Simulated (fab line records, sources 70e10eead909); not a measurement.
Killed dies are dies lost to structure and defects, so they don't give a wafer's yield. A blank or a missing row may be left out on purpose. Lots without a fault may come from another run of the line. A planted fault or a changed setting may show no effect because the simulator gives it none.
Chamber matching | flow nand_harc | NHARC_A_WL_FILL_ALD_02 on ald_metal-02: 4 sister chambers
The step deposits TiN, target thk 2 nm, pulse time 3 s, ald cycles 100. 27 wafers are shown with their chamber, then 12 later ones without.

WAFERS WITH THEIR CHAMBER
wafer  | chamber | heater_power_w (W) | precursor_pulse_height_rel
L077.2 | 3       | 1019               | 1.003
L077.3 | 1       | 1209               | 1.011
L077.5 | 3       | 1018               | 1.019
L077.1 | 2       | 1063               | 1.000
L077.4 | 0       | 1106               | 1.019
L077.6 | 0       | 1106               | 1.027
L075.2 | 3       | 1030               | 0.970
L075.3 | 1       | 1285               | 0.967
L075.5 | 2       | 1053               | 0.988
L080.1 | 2       | 1077               | 1.009
L080.2 | 3       | 1039               | 1.000
L080.4 | 0       | 1102               | 1.009
L083.1 | 1       | 1265               | 0.982
L083.5 | 3       | 1093               | 1.009
L083.6 | 2       | 1114               | 1.016
L086.1 | 1       | 1239               | 1.007
L086.2 | 2       | 1068               | 0.987
L086.3 | 0       | 1107               | 0.955
L085.2 | 2       | 1105               | 1.008
L085.3 | 3       | 1088               | 1.000
L085.5 | 2       | 1094               | 1.007
L089.1 | 1       | 1253               | 0.986
L089.4 | 2       | 1134               | 1.017
L089.6 | 3       | 1077               | 1.017
L089.2 | 3       | 1091               | 1.035
L089.3 | 0       | 1067               | 1.062
L089.5 | 2       | 1107               | 0.999

SIGNATURES (means of the wafers above)
reading                    | chamber 0 | chamber 1 | chamber 2 | chamber 3 | scatter within a chamber
heater_power_w             | 1097.60   | 1250.20   | 1090.56   | 1056.88   | 28
precursor_pulse_height_rel | 1.01440   | 0.99060   | 1.00344   | 1.00662   | 0.0217
Rule: a wafer's distance from a chamber is the root of the sum, over the readings, of the square of ((its reading less the chamber's mean) divided by the reading's scatter). The wafer belongs to the nearest chamber; if the next one is less than 2 further off, it can't be placed. The scatter: the root of (the sum of the squares of (reading less its chamber's mean) over the shown wafers, divided by (wafers less chambers)).

WAFERS WITHOUT THEIR CHAMBER
wafer  | heater_power_w (W) | precursor_pulse_height_rel
L090.1 | 1261               | 1.031
L090.4 | 1107               | 0.976
L090.5 | 1092               | 1.002
L095.1 | 1114               | 0.989
L095.2 | 1106               | 0.977
L095.4 | 1086               | 1.023
L095.3 | 1256               | 1.036
L095.5 | 1123               | 0.982
L095.6 | 1250               | 1.008
L097.1 | 1112               | 0.975
L097.2 | 1298               | 1.004
L097.3 | 1130               | 0.993

WHICH CHAMBER EACH WENT THROUGH
wafer  | from the rows above          | in truth
L090.1 | 1                            | 1
L090.4 | can't be placed: 2 or 0 or 3 | 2
L090.5 | can't be placed: 2 or 0 or 3 | 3
L095.1 | can't be placed: 2 or 0 or 3 | 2
L095.2 | can't be placed: 2 or 0 or 3 | 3
L095.4 | can't be placed: 0 or 2 or 3 | 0
L095.3 | 1                            | 1
L095.5 | can't be placed: 2 or 0 or 3 | 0
L095.6 | 1                            | 1
L097.1 | can't be placed: 2 or 0 or 3 | 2
L097.2 | 1                            | 1
L097.3 | can't be placed: 2 or 0 or 3 | 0
Placed correctly: 4 of 12. Can't be placed from these rows: 8 (the true chamber is among the candidates in 8). Placed wrongly: 0.
